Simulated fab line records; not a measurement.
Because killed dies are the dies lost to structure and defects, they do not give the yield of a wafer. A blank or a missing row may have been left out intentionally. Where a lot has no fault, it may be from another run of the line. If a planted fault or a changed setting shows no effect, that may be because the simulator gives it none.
What tool caused it? | flow n5 finfet | 10 lots, 30 wafers sampled, at 5 steps of a route of 1938

## WHAT THE GAUGES READ, wafer by wafer
The record holds no reading of a measuring or inspecting step that can be judged against a usual standard deviation.

## WHAT TOOL EACH LOT RAN ON (gives the tool, then ch and the chambers of the sampled wafers, and finally the start)
lot  | N5_HKMG_FIN_ALD_21                 | N5_PASSIVATION_ETCH_15                        | N5_PASSIVATION_DEGAS_18      | N5_PASSIVATION_DESCUM_46           | N5_PASSIVATION_PROBE_49
L915 | ald metal-03 ch 0,1,3, day 4 06:46 | rie diel-02 ch 1,2, day 13 16:10 or earlier   | pvd sputter-03, day 13 16:10 | rie diel-06 ch 0,1,3, day 13 19:08 | -
L916 | ald metal-01 ch 1,3, day 4 17:31   | rie diel-05 ch 1,2,3, day 14 00:24 or earlier | pvd sputter-03, day 14 00:24 | rie diel-03 ch 1,2, day 14 03:00   | -
L918 | ald metal-01 ch 1,2,3, day 4 23:12 | rie diel-05 ch 0,1,2, day 13 14:53 or earlier | pvd sputter-01, day 13 14:53 | rie diel-04 ch 0,1,3, day 13 17:59 | -
L919 | ald metal-04 ch 0,1,2, day 5 10:08 | rie diel-02 ch 0,3, day 14 15:34 or earlier   | pvd sputter-01, day 14 15:34 | rie diel-06 ch 0,3, day 14 18:57   | -
L921 | ald metal-01 ch 0,2,3, day 5 19:00 | rie diel-01 ch 1,2,3, day 14 20:26 or earlier | pvd sputter-02, day 14 20:26 | rie diel-03 ch 0,1,3, day 14 23:05 | -
L923 | ald metal-01 ch 1,3, day 6 09:26   | rie diel-01 ch 0,2,3, day 15 05:29 or earlier | pvd sputter-03, day 15 05:29 | rie diel-03 ch 0,1, day 15 08:05   | -
L924 | ald metal-01 ch 0,1,3, day 6 14:02 | rie diel-02 ch 0,1,3, day 15 20:29 or earlier | pvd sputter-02, day 15 20:29 | rie diel-03 ch 1,2,3, day 15 23:43 | -
L926 | ald metal-04 ch 1,2,3, day 7 04:05 | rie diel-02 ch 0,3, day 16 11:32 or earlier   | pvd sputter-01, day 16 11:32 | rie diel-04 ch 1,2,3, day 16 14:53 | prober-01, day 16 18:01
L928 | ald metal-04 ch 0,1, day 7 10:20   | rie diel-01 ch 0,1,2, day 16 16:19 or earlier | pvd sputter-01, day 16 16:19 | rie diel-06 ch 2,3, day 16 19:13   | -
L932 | ald metal-04 ch 0,2,3, day 8 14:55 | rie diel-05 ch 1,3, day 17 18:14 or earlier   | pvd sputter-03, day 17 18:14 | rie diel-06 ch 1,2,3, day 17 20:51 | prober-01, day 17 23:53
- N5_HKMG_FIN_ALD_21: deposits TiN, target thk 1.5 nm, pulse time 1 s, purge time 3 s.
- N5_PASSIVATION_ETCH_15: etches SiCN in CF4/N2, target depth 75 nm, time 81.2 s.
- N5_PASSIVATION_DEGAS_18: time 60 s.
- N5_PASSIVATION_DESCUM_46: chemistry O2, time 7.9 s.
- N5_PASSIVATION_PROBE_49

## AS READ BY THE TOOLS THEMSELVES (means over the sampled wafers that have a number; for cases with no such wafer, the mark the record gives instead)
N5_HKMG_FIN_ALD_21. Usual: heater power w 873 W, standard deviation 110; precursor pulse height rel 1.000, standard deviation 0.02.
lot  | tool         | heater power w (W) | precursor pulse height rel | flag
L915 | ald metal-03 | 899                | 0.993                      |
L916 | ald metal-01 | 862                | 0.990                      |
L918 | ald metal-01 | 896                | 1.012                      |
L919 | ald metal-04 | 773                | 1.005                      |
L921 | ald metal-01 | 849                | 1.002                      |
L923 | ald metal-01 | 866                | 0.981                      |
L924 | ald metal-01 | 931                | 1.031                      |
L926 | ald metal-04 | 778                | 0.997                      |
L928 | ald metal-04 | 789                | 0.992                      |
L932 | ald metal-04 | 773                | 0.999                      |

N5_PASSIVATION_ETCH_15. Usual: bias w 69.97 W, standard deviation 0.22; chamber pressure mTorr 40.00 mTorr, standard deviation 0.034; drypump motor current A 5.9 A, standard deviation 0.32; oes product au 0.81 a.u., standard deviation 0.08; rf vpp V 382.9 V, standard deviation 1.6; showerhead plenum p Torr 2.23 Torr, standard deviation 0.055; throttle valve pct 15.46 %, standard deviation 0.24.
lot  | tool        | bias w (W) | chamber pressure mTorr (mTorr) | drypump motor current A (A) | oes product au (a.u.) | rf vpp V (V) | showerhead plenum p Torr (Torr) | throttle valve pct (%) | flag
L915 | rie diel-02 | 69.82      | 39.98                          | 6.0                         | 0.72                  | 382.8        | 2.20                            | 15.41                  |
L916 | rie diel-05 | 70.13      | 39.98                          | 5.6                         | 0.79                  | 381.7        | 2.18                            | 15.41                  |
L918 | rie diel-05 | 70.16      | 40.00                          | 5.7                         | 0.70                  | 381.4        | 2.19                            | 15.57                  |
L919 | rie diel-02 | 69.74      | 40.03                          | 5.9                         | 0.80                  | 384.3        | 2.30                            | 15.52                  |
L921 | rie diel-01 | 69.80      | 39.98                          | 5.8                         | 0.86                  | 383.8        | 2.27                            | 15.42                  |
L923 | rie diel-01 | 69.81      | 40.00                          | 6.0                         | 0.83                  | 383.2        | 2.26                            | 15.53                  |
L924 | rie diel-02 | 69.97      | 39.98                          | 5.8                         | 0.80                  | 384.0        | 2.28                            | 15.51                  |
L926 | rie diel-02 | 69.67      | 40.03                          | 6.0                         | 0.79                  | 384.6        | 2.30                            | 15.55                  |
L928 | rie diel-01 | 69.95      | 39.99                          | 6.0                         | 0.84                  | 384.1        | 2.26                            | 15.52                  |
L932 | rie diel-05 | 70.18      | 40.03                          | 5.9                         | 0.82                  | 382.2        | 2.22                            | 15.43                  |

N5_PASSIVATION_DEGAS_18. Usual: heater power w at 473 W, with a standard deviation of 30.
lot  | tool           | heater power w (W) | flag
L915 | pvd sputter-03 | 453                |
L916 | pvd sputter-03 | 449                |
L918 | pvd sputter-01 | 463                |
L919 | pvd sputter-01 | 474                |
L921 | pvd sputter-02 | 481                |
L923 | pvd sputter-03 | 471                |
L924 | pvd sputter-02 | 461                |
L926 | pvd sputter-01 | 473                |
L928 | pvd sputter-01 | 459                |
L932 | pvd sputter-03 | 470                |

N5_PASSIVATION_DESCUM_46. Usual: chamber pressure mTorr 20.000 mTorr, standard deviation 0.018; drypump motor current A 5.6 A, standard deviation 0.5; oes product au 0.80 a.u., standard deviation 0.067; rf vpp V 243.1 V, standard deviation 1.4; showerhead plenum p Torr 2.09 Torr, standard deviation 0.077; temp c 40.00 C, standard deviation 0.12; throttle valve pct 20.39 %, standard deviation 0.24.
lot  | tool        | chamber pressure mTorr (mTorr) | drypump motor current A (A) | oes product au (a.u.) | rf vpp V (V) | showerhead plenum p Torr (Torr) | temp c (C) | throttle valve pct (%) | flag
L915 | rie diel-06 | 19.998                         | 5.4                         | 0.84                  | 243.9        | 2.18                            | 39.98      | 20.42                  |
L916 | rie diel-03 | 20.009                         | 5.8                         | 0.77                  | 242.4        | 2.04                            | 39.94      | 20.46                  |
L918 | rie diel-04 | 19.989                         | 5.5                         | 0.72                  | 241.7        | 2.02                            | 40.04      | 20.36                  |
L919 | rie diel-06 | 20.009                         | 5.2                         | 0.83                  | 243.7        | 2.14                            | 39.97      | 20.45                  |
L921 | rie diel-03 | 19.994                         | 5.7                         | 0.75                  | 243.2        | 2.08                            | 40.11      | 20.28                  |
L923 | rie diel-03 | 20.004                         | 5.9                         | 0.75                  | 242.9        | 2.10                            | 39.90      | 20.20                  |
L924 | rie diel-03 | 20.007                         | 5.8                         | 0.75                  | 242.3        | 2.03                            | 40.04      | 20.36                  |
L926 | rie diel-04 | 19.986                         | 6.1                         | 0.84                  | 241.7        | 2.02                            | 40.13      | 20.21                  |
L928 | rie diel-06 | 20.014                         | 5.1                         | 0.84                  | 245.0        | 2.18                            | 39.86      | 20.58                  |
L932 | rie diel-06 | 19.994                         | 5.4                         | 0.82                  | 243.5        | 2.17                            | 40.02      | 20.49                  |

N5_PASSIVATION_PROBE_49. Usual: defect limited yield 91.2 %, standard deviation 1.4; killed_at_M0_to_M3 34, standard deviation 9.4; killed_at_M4_up 14, standard deviation 5.6; killed at contacts 13, standard deviation 7.8; killed at front end 37, standard deviation 10; killed at other 4, standard deviation 3.3; killed dies 103, standard deviation 17; killed open 68, standard deviation 13; killed short 33, standard deviation 8.2; sort_bin_5_function 5.1 %, standard deviation 0.92; sort_bin_6_memory 3.3 %, standard deviation 0.71; sort_bin_8_speed 0.01 %, standard deviation 0.043; sort n pass 1077, standard deviation 17; sort yield pct 91.2 %, standard deviation 1.4.
lot  | tool      | defect limited yield (%) | killed_at_M0_to_M3 | killed_at_M4_up | killed at contacts | killed at front end | killed at other | killed dies | killed open | killed short | sort_bin_5_function (%) | sort_bin_6_memory (%) | sort_bin_8_speed (%) | sort n pass | sort yield pct (%) | flag
L926 | prober-01 | 91.6                     | 45                 | 6               | 4                  | 41                  | 3               | 99          | 56          | 43           | 5.0                     | 3.1                   | 0.00                 | 1081        | 91.6               |
L932 | prober-01 | 84.1                     | 37                 | 15              | 23                 | 105                 | 7               | 187         | 87          | 48           | 8.6                     | 5.1                   | 0.03                 | 993         | 84.1               | OFF

## THE ANSWER, worked out from the rows above alone
Rule: take the mean of a lot's wafers that have a number; if it is more than 3 standard deviations from the usual mean, the lot is off. Also off: a lot with no number at a reading for which 4 or more lots have one. The other lots that the step has rows for count as sound. First the gauges in route order, then the tools' own readings, where a lot's mean is used as printed above. At the first step where some lot is off, the reading lying furthest off is the one used; lots without a number count as furthest.
Off at N5_PASSIVATION_PROBE_49 (killed at front end): L932. Neither off nor sound, because the step has no rows for them: L915, L916, L918, L919, L921, L923, L924, L928.
If a tool, at that step or one of the process steps before it, ran each lot that is off and ran no sound lot following the first of them, it fits. With no start given for some of its lots, N5_PASSIVATION_ETCH_15 uses the hours and lot order of N5_PASSIVATION_DEGAS_18. Can't be told from this: 5 tools fit, ald metal-04 at N5_HKMG_FIN_ALD_21, rie diel-05 at N5_PASSIVATION_ETCH_15, pvd sputter-03 at N5_PASSIVATION_DEGAS_18, rie diel-06 at N5_PASSIVATION_DESCUM_46, prober-01 at N5_PASSIVATION_PROBE_49.

## WHAT HAD BEEN PUT IN BY THE SIMULATOR
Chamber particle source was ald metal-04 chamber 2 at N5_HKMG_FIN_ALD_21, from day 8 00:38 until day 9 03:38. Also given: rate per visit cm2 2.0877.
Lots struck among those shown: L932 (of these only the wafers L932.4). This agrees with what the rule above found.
